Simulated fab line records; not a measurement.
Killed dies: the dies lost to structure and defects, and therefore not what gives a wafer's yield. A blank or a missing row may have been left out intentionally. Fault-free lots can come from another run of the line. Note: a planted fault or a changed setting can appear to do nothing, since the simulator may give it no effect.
fab line records	flow nandHarc
record: lots: 6	wafers: 16	lastDay: 32
route steps=1302 shown A_WL_FILL@954 END@1302
lots with no fault: from the same line, run without faults
startH: start of the lot's first displayed wafer, in hours after the record's first day	waitH: time in hours since the lot's previous step	" the same as in the row above	L1.1+2: a row that stands for several wafers	- no value present, or no start provided	* or withheld: withheld	< > ~ a bound
route shown NAME@n: a module of which the file shows steps, and the number in the route of the first	usual: the fault-free wafers' mean and standard deviation	same: alike in all rows	chamber/n: place in a boat	sites: readings site by site	_std_site: standard deviation across them	_edge_site: inner sites' mean taken away from outer sites' mean	radiusMm: for every site, how far away it sits from the centre of the wafer	mask NAME#n: copy n	behind: tool/chamber where the wafer was last shaped	hold: the reason the lot was held/the length of the hold in hours/how it ended	device: whichever transistor did not switch (one of n, p or np)	end of line: the route-end tests of the same wafers	a step without rows: its recipe alone	killed: the dies lost at the first sort to structure and to defects; this is not the yield of the wafer	map: dies across one wafer; x = killed, . = not, _ = none there
set.NAME: the setting the step ran with; set.NAME@STEP: the setting that earlier step ran with	model.NAME: the simulator's own value behind a step, which no gauge read
lots at selected steps of the route; one table per step, one row per wafer
services: a tool's chamber out of use, with start hour (startH, from the record's first day; less than 0 if before it), hours out, and reason
== steps ==
step: NHARC_A_WL_FILL_ALD_02
recipe: targetThkA: 20	pulseTimeS: 3	aldCycles: 100	tempC: 450	material: TiN
usual: heaterPowerW: 1067/120	precursorPulseHeightRel: 0.999/0.021
lot.wafer	tool	chamber	startH	waitH	heaterPowerW	precursorPulseHeightRel
L636.3	aldMetal-01	0	553.87	0.2	1025	0.999
L636.1	"	2	"	"	898	0.981
L636.6	"	3	"	"	948	0.996
L637.2	aldMetal-04	1	571.51	0.2	1122	1.008
L637.4	"	2	"	"	951	1.011
L637.5	"	0	"	"	1156	1.050
L641.3	aldMetal-01	3	609.60	0.2	910	0.973
L641.6	"	2	"	"	935	1.026
L640.1	aldMetal-01	1	613.49	0.3	1017	1.017
L640.6	"	0	"	"	1039	1.011
L646.1	aldMetal-04	0	647.46	0.2	1201	1.009
L646.2	"	2	"	"	955	1.010
L646.6	"	3	"	"	1258	0.989
L648.4	aldMetal-04	1	663.21	0.1	1114	1.018
L648.3	"	0	"	"	1159	0.977
L648.5	"	1	"	"	1121	1.009
step: NHARC_A_WL_FILL_CVD_03
recipe: targetThkA: 400	tempC: 300	pressureTorr: 40	wf6FlowSccm: 40	h2FlowSccm: 1600	arFlowSccm: 1560	timeS: 279	material: W
usual: chamberPressureTorr: 40.00/0.079	heaterPowerW: 461/14	mfcH2Sccm: 1601/5.2	throttleValvePct: 8.0/0.36
lot.wafer	tool	chamber	startH	waitH	chamberPressureTorr	heaterPowerW	mfcH2Sccm	throttleValvePct
L636.1	cvdW-02	0	554.46	0.2	39.78	462	1602	8.3
L636.3	"	1	"	"	40.01	477	1598	7.6
L636.6	"	1	"	"	40.02	474	1598	7.7
L637.2	cvdW-02	0	571.92	0.1	39.98	459	1597	8.4
L637.4	"	0	"	"	40.07	461	1598	8.5
L637.5	"	1	"	"	39.93	466	1591	7.5
L641.3	cvdW-02	1	610.10	0.2	40.09	467	1602	7.7
L641.6	"	1	"	"	40.01	467	1599	7.7
L640.1	cvdW-01	0	613.85	0.1	40.03	442	1601	7.3
L640.6	"	1	"	"	39.99	479	1603	8.1
L646.1	cvdW-01	0	647.86	0.1	40.07	443	1597	7.4
L646.2	"	1	"	"	40.04	485	1596	7.9
L646.6	"	1	"	"	40.00	470	1610	8.2
L648.3	cvdW-01	0	663.75	0.2	39.94	459	1606	7.4
L648.4	"	1	"	"	39.98	483	1599	8.1
L648.5	"	0	"	"	40.00	435	1605	7.5
step: NHARC_A_WL_FILL_ETCHBACK_04
recipe: targetDepthA: 600	timeS: 120	chemistry: NF3
step: NHARC_A_WL_FILL_ETCHBACK_05
recipe: targetDepthA: 220	timeS: 60	tempC: 40	chemistry: Cl2/BCl3
usual: drypumpMotorCurrentA: 5.6/0.37	oesProductAu: 1.001/0.013	runLengthS: 81.0/0.38
lot.wafer	tool	chamber	startH	waitH	drypumpMotorCurrentA	oesProductAu	rfHoursCounterH	runLengthS
L636.1	rieMetal-03	0	555.03	0.2	5.9	1.012	0.6	81.7
L636.3	"	0	"	"	5.9	1.006	-	81.8
L636.6	"	0	"	"	5.9	0.999	-	81.7
L637.2	rieMetal-01	1	572.50	0.2	5.0	0.972	3.0	81.1
L637.4	"	0	"	"	5.7	1.008	-	81.4
L637.5	"	1	"	"	5.0	0.979	-	81.4
L641.3	rieMetal-03	0	610.64	0.2	5.9	1.010	-	82.2
L641.6	"	1	"	"	6.2	1.019	-	81.2
L640.1	rieMetal-03	0	614.48	0.2	5.9	1.003	1.5	81.5
L640.6	"	1	"	"	6.2	1.021	-	81.4
L646.1	rieMetal-02	0	648.48	0.2	5.8	1.001	0.4	80.8
L646.2	"	1	"	"	5.6	1.009	0.4	80.7
L646.6	"	1	"	"	5.6	1.021	-	80.6
L648.4	rieMetal-03	0	664.28	0.1	5.9	1.008	-	81.5
L648.3	"	1	"	"	6.2	1.028	-	80.8
L648.5	"	0	"	"	5.9	1.017	-	81.6
step: NHARC_A_WL_FILL_STRIP_27
recipe: powerW: 1500	tempC: 250	timeS: 20	chemistry: N2/H2
usual: drypumpMotorCurrentA: 5.6/0.43	heaterPowerW: 317/33
lot.wafer	tool	chamber	startH	waitH	drypumpMotorCurrentA	heaterPowerW	rfHoursCounterH
L636.1	plasmaAsher-02	0	555.19	0.1	5.7	347	20
L636.3	"	1	"	"	5.0	354	-
L636.6	"	1	"	"	5.0	350	-
L637.2	plasmaAsher-02	0	572.64	0.1	5.7	343	24
L637.4	"	1	"	"	5.0	353	-
L637.5	"	1	"	"	5.0	344	-
L641.3	plasmaAsher-01	1	610.79	0.1	6.2	272	-
L641.6	"	0	"	"	5.4	284	-
L640.1	plasmaAsher-01	1	614.61	0.1	6.2	266	18
L640.6	"	1	"	"	6.2	267	-
L646.2	plasmaAsher-02	0	648.62	0.1	5.7	325	8
L646.1	"	1	"	"	5.0	348	8
L646.6	"	0	"	"	5.7	324	-
L648.4	plasmaAsher-01	1	664.55	0.3	6.2	275	-
L648.3	"	0	"	"	5.4	292	-
L648.5	"	0	"	"	5.4	288	-
step: NHARC_A_WL_FILL_STRIP_28
recipe: timeS: 1200	tempC: 72.5	chemistry: postEtchResidueRemover
step: NHARC_A_WL_FILL_PRECLEAN_06
recipe: timeS: 300	chemistry: DIW
step: NHARC_A_WL_FILL_SRD_07
step: NHARC_A_WL_FILL_ANNEAL_08
recipe: tempC: 450	timeS: 1800
step: NHARC_A_WL_FILL_ALD_10
recipe: targetThkA: 500	pulseTimeS: 10	aldCycles: 500	tempC: 300	material: SiO2
step: NHARC_A_WL_FILL_ETCHBACK_16
recipe: targetDepthA: 1200	timeS: 24	c4f8FlowSccm: withheld	o2FlowSccm: 8	arFlowSccm: withheld	rfW: 600	biasW: 800	chemistry: C4F8/O2/Ar
usual: oesProductAu: 0.984/0.024	rfVppV: 724/4	runLengthS: 45.4/0.38
lot.wafer	tool	chamber	startH	waitH	oesProductAu	rfHoursCounterH	rfVppV	runLengthS
L636.1	rieDiel-05	1	567.54	-	0.973	4.6	717	45.0
L636.3	"	3	"	"	0.950	4.4	731	46.2
L636.6	"	0	"	"	0.964	-	727	46.0
L637.2	rieDiel-08	2	584.06	-	0.988	0.5	724	44.9
L637.4	"	3	"	"	0.973	0.4	729	45.3
L637.5	"	3	"	"	0.980	-	729	45.3
L641.3	rieDiel-05	3	622.94	-	0.959	0.9	731	30.6
L641.6	"	2	"	"	0.996	-	728	29.9
L640.1	rieDiel-05	1	622.98	-	0.992	0.9	717	29.7
L640.6	"	1	"	"	0.983	-	718	29.5
L646.2	rieDiel-08	3	658.68	-	1.005	3.4	728	45.2
L646.1	"	0	"	"	1.017	3.4	722	45.4
L646.6	"	2	"	"	0.973	-	724	45.0
L648.3	rieDiel-03	0	674.11	-	0.968	0.7	721	45.3
L648.4	"	1	"	"	0.957	0.7	727	45.7
L648.5	"	3	"	"	0.957	-	718	45.2
step: NHARC_A_WL_FILL_STRIP_29
recipe: timeS: 20	o2FlowSccm: 500	arFlowSccm: 0	biasW: 0	chemistry: O2
usual: drypumpMotorCurrentA: 6.1/0.38	oesProductAu: 1.002/0.0096	rfVppV: 58.0/0.88	showerheadPlenumPTorr: 3.57/0.13	throttleValvePct: 17.036/0.0081
lot.wafer	tool	chamber	startH	waitH	drypumpMotorCurrentA	oesProductAu	rfHoursCounterH	rfVppV	showerheadPlenumPTorr	throttleValvePct
L636.1	rieDiel-05	0	567.63	0.1	5.8	0.996	3.4	59.5	3.71	17.031
L636.3	"	2	"	"	6.6	1.017	4.4	57.5	3.65	17.040
L636.6	"	0	"	"	5.8	1.004	-	59.9	3.71	17.035
L637.4	rieDiel-08	1	584.16	0.1	6.0	0.999	0.5	58.2	3.57	17.047
L637.2	"	3	"	"	6.0	0.998	0.4	57.4	3.72	17.035
L637.5	"	2	"	"	6.7	0.995	-	57.4	3.52	17.032
L641.3	rieDiel-05	0	623.05	0.1	5.8	0.999	0.9	58.4	3.71	17.047
L641.6	"	1	"	"	6.3	0.991	-	58.3	3.34	17.034
L640.1	rieDiel-05	2	623.08	0.1	6.6	1.012	1.0	58.9	3.65	17.015
L640.6	"	1	"	"	6.4	0.993	-	58.3	3.34	17.027
L646.1	rieDiel-08	3	658.76	0.1	6.0	1.022	3.4	58.5	3.72	17.038
L646.2	"	0	"	"	5.6	1.016	3.4	57.8	3.45	17.039
L646.6	"	0	"	"	5.5	1.031	-	59.5	3.45	17.041
L648.4	rieDiel-03	3	674.20	0.1	6.4	0.999	0.6	57.1	3.38	17.033
L648.3	"	2	"	"	6.3	1.011	0.5	57.3	3.48	17.038
L648.5	"	3	"	"	6.4	1.004	-	58.3	3.38	17.045
step: NHARC_END_SORT_01
recipe: tempC: 25
usual: killedAtArray: 55/12	killedAtOther: 1.0/1.2	killedAtPeriphery: 3.9/2.6	killedDies: 60/12	killedOpen: 3.3/1.9	killedShort: 2.5/1.8
same: grossDies: 677
lot.wafer	tool	chamber	startH	waitH	killedAtArray	killedAtOther	killedAtPeriphery	killedDies	killedOpen	killedShort
L637.2	prober-02	0	671.16	2.8	65	0	7	72	7	3
L637.4	prober-02	0	672.77	3.4	54	2	1	57	4	0
L637.5	prober-02	0	673.57	3.7	62	0	2	64	3	2
L641.3	prober-01	0	707.30	3.1	676	0	1	677	5	5
L641.6	prober-01	0	709.70	4.0	674	1	2	677	6	1
L640.1	prober-02	0	714.49	2.5	676	0	1	677	6	2
L640.6	prober-02	0	718.51	4.0	674	2	1	677	2	1
killed by level:class
L637.2 A_CHANNEL_HOLE_D1:chamberFilmFlake=24 A_CHANNEL_HOLE_D2:chamberFilmFlake=14 A_CONTACT:chamberFilmFlake=10 A_ZERO_WELL:chamberFilmFlake=4 A_SLIT:chamberFilmFlake=4 P_GATE:geometricParticle:open=2 A_CHANNEL_FILL_D2:geometricParticle:short=2 P_GATE:chamberFilmFlake=2
L637.4 A_CHANNEL_HOLE_D1:chamberFilmFlake=32 A_CHANNEL_HOLE_D2:chamberFilmFlake=12 A_CHANNEL_FILL_D1:geometricParticle:open=2 THIN_TSV:chamberFilmFlake=2 A_CONTACT:chamberFilmFlake=2 A_CHANNEL_FILL_D2:geometricParticle:open=1 A_SGD_CUT:geometricParticle:open=1 P_GATE:chamberFilmFlake=1
L637.5 A_CHANNEL_HOLE_D1:chamberFilmFlake=26 A_CHANNEL_HOLE_D2:chamberFilmFlake=21 A_ZERO_WELL:chamberFilmFlake=3 A_CONTACT:chamberFilmFlake=3 A_WL_FILL:chamberFilmFlake=2 P_CONTACT:geometricParticle:open=1 A_CHANNEL_FILL_D1:geometricParticle:open=1 A_CHANNEL_FILL_D2:geometricParticle:short=1
L641.3 A_WL_FILL:areaEtchback=627 A_CHANNEL_HOLE_D2:chamberFilmFlake=24 A_CHANNEL_HOLE_D1:chamberFilmFlake=6 A_SLIT:chamberFilmFlake=3 A_DECK1_JOINT:geometricParticle:open=2 A_WL_FILL:geometricParticle:short=2 A_SGD_CUT:chamberFilmFlake=2 A_CONTACT:chamberFilmFlake=2
L641.6 A_WL_FILL:areaEtchback=640 A_CHANNEL_HOLE_D2:chamberFilmFlake=16 A_CHANNEL_HOLE_D1:chamberFilmFlake=5 A_CONTACT:chamberFilmFlake=4 A_SLIT:chamberFilmFlake=3 A_DECK1_JOINT:geometricParticle:open=2 P_CONTACT:geometricParticle:open=1 A_CHANNEL_HOLE_D1:geometricParticle:open=1
L640.1 A_WL_FILL:areaEtchback=620 A_CHANNEL_HOLE_D1:chamberFilmFlake=27 A_CHANNEL_HOLE_D2:chamberFilmFlake=16 A_CONTACT:chamberFilmFlake=2 A_SLIT:chamberFilmFlake=2 A_SOURCE_PLATE:geometricParticle:open=1 A_ONON_D2:geometricParticle:short=1 A_ONON_D2:geometricParticle:open=1
L640.6 A_WL_FILL:areaEtchback=622 A_CHANNEL_HOLE_D1:chamberFilmFlake=30 A_CHANNEL_HOLE_D2:chamberFilmFlake=18 A_SLIT:chamberFilmFlake=2 P_CONTACT:geometricParticle:open=1 STARTING-WAFER:geometricParticle:open=1 STARTING-WAFER:geometricParticle:short=1 A_WL_FILL:chamberFilmFlake=1
map L640.1 (x killed, . not)
____________x____________
_________xxxxxxx_________
_______xxxxxxxxxxx_______
______xxxxxxxxxxxxx______
_____xxxxxxxxxxxxxxx_____
____xxxxxxxxxxxxxxxxx____
____xxxxxxxxxxxxxxxxx____
___xxxxxxxxxxxxxxxxxxx___
___xxxxxxxxxxxxxxxxxxx___
__xxxxxxxxxxxxxxxxxxxxx__
__xxxxxxxxxxxxxxxxxxxxx__
_xxxxxxxxxxxxxxxxxxxxxxx_
_xxxxxxxxxxxxxxxxxxxxxxx_
_xxxxxxxxxxxxxxxxxxxxxxx_
_xxxxxxxxxxxxxxxxxxxxxxx_
_xxxxxxxxxxxxxxxxxxxxxxx_
xxxxxxxxxxxxxxxxxxxxxxxxx
xxxxxxxxxxxxxxxxxxxxxxxxx
xxxxxxxxxxxxxxxxxxxxxxxxx
xxxxxxxxxxxxxxxxxxxxxxxxx
xxxxxxxxxxxxxxxxxxxxxxxxx
_xxxxxxxxxxxxxxxxxxxxxxx_
_xxxxxxxxxxxxxxxxxxxxxxx_
_xxxxxxxxxxxxxxxxxxxxxxx_
_xxxxxxxxxxxxxxxxxxxxxxx_
_xxxxxxxxxxxxxxxxxxxxxxx_
__xxxxxxxxxxxxxxxxxxxxx__
__xxxxxxxxxxxxxxxxxxxxx__
___xxxxxxxxxxxxxxxxxxx___
___xxxxxxxxxxxxxxxxxxx___
____xxxxxxxxxxxxxxxxx____
____xxxxxxxxxxxxxxxxx____
_____xxxxxxxxxxxxxxx_____
______xxxxxxxxxxxxx______
_______xxxxxxxxxxx_______
_________xxxxxxx_________
____________x____________
map L641.3 (x killed, . not)
____________x____________
_________xxxxxxx_________
_______xxxxxxxxxxx_______
______xxxxxxxxxxxxx______
_____xxxxxxxxxxxxxxx_____
____xxxxxxxxxxxxxxxxx____
____xxxxxxxxxxxxxxxxx____
___xxxxxxxxxxxxxxxxxxx___
___xxxxxxxxxxxxxxxxxxx___
__xxxxxxxxxxxxxxxxxxxxx__
__xxxxxxxxxxxxxxxxxxxxx__
_xxxxxxxxxxxxxxxxxxxxxxx_
_xxxxxxxxxxxxxxxxxxxxxxx_
_xxxxxxxxxxxxxxxxxxxxxxx_
_xxxxxxxxxxxxxxxxxxxxxxx_
_xxxxxxxxxxxxxxxxxxxxxxx_
xxxxxxxxxxxxxxxxxxxxxxxxx
xxxxxxxxxxxxxxxxxxxxxxxxx
xxxxxxxxxxxxxxxxxxxxxxxxx
xxxxxxxxxxxxxxxxxxxxxxxxx
xxxxxxxxxxxxxxxxxxxxxxxxx
_xxxxxxxxxxxxxxxxxxxxxxx_
_xxxxxxxxxxxxxxxxxxxxxxx_
_xxxxxxxxxxxxxxxxxxxxxxx_
_xxxxxxxxxxxxxxxxxxxxxxx_
_xxxxxxxxxxxxxxxxxxxxxxx_
__xxxxxxxxxxxxxxxxxxxxx__
__xxxxxxxxxxxxxxxxxxxxx__
___xxxxxxxxxxxxxxxxxxx___
___xxxxxxxxxxxxxxxxxxx___
____xxxxxxxxxxxxxxxxx____
____xxxxxxxxxxxxxxxxx____
_____xxxxxxxxxxxxxxx_____
______xxxxxxxxxxxxx______
_______xxxxxxxxxxx_______
_________xxxxxxx_________
____________x____________
== services ==
tool	chamber	startH	hours	kind
cvdW-02	1	533.44	13.9	repair
plasmaAsher-02	-	535.60	8.6	repair
rieDiel-05	0	538.10	-	clean
rieDiel-05	1	538.10	-	clean
rieDiel-05	2	538.10	-	clean
rieDiel-05	3	538.10	-	clean
rieDiel-08	-	544.80	9.0	pm
rieDiel-03	3	545.22	2.0	repair
cvdW-01	-	547.60	13.0	pm
rieDiel-05	0	552.73	8.8	repair
rieDiel-05	0	562.60	-	clean
rieDiel-05	1	562.60	-	clean
rieDiel-05	2	562.60	-	clean
rieDiel-05	-	583.60	9.0	pm
plasmaAsher-02	-	603.23	9.0	pm
plasmaAsher-01	-	607.42	2.4	repair
rieMetal-01	-	609.81	9.0	pm
rieMetal-03	-	628.89	0.4	repair
rieDiel-08	1	628.94	9.7	repair
rieMetal-02	-	631.07	9.0	pm
cvdW-02	-	631.11	13.0	pm
aldMetal-04	1	634.07	6.4	repair
rieDiel-03	-	635.30	9.0	pm
aldMetal-04	-	652.00	10.0	pm
== key ==
firstSign: step: NHARC_A_WL_FILL_ETCHBACK_16	reading: runLengthS	direction: down	sigmas: 41	usual: *	struck: *
effect: step: NHARC_END_SORT_01	reading: killedAtArray	direction: up	sigmas: 52	usual: 55	struck: 675
moreKillsBornAt: NHARC_A_WL_FILL_ETCHBACK_16@rieDiel-05: 2509
metAt NHARC_A_WL_FILL_ETCHBACK_16
struckWafers L640.1,L640.6,L641.3,L641.6
laterRowsLeftOut L640.1,L640.6,L641.3,L641.6
testerLeftOut L640,L641
fault: kind: processParameterDrift	tool: rieDiel-05	chamber: -	onsetH: 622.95	steps: NHARC_A_WL_FILL_ETCHBACK_16	channel: timeS	offset: *	shape: step	actsIn: *	stated: *
testerLeftOut: of these lots the tester's yield and bins aren't shown, on N5 and GAA mostly nor the transistor test; their killed dies are dies lost to structure and defects alone, not to doping, threshold or leakage, so they don't give the yield
laterRowsLeftOut: the simulator's readings of these wafers behind a module that went badly wrong aren't trusted and aren't shown, but for the sort
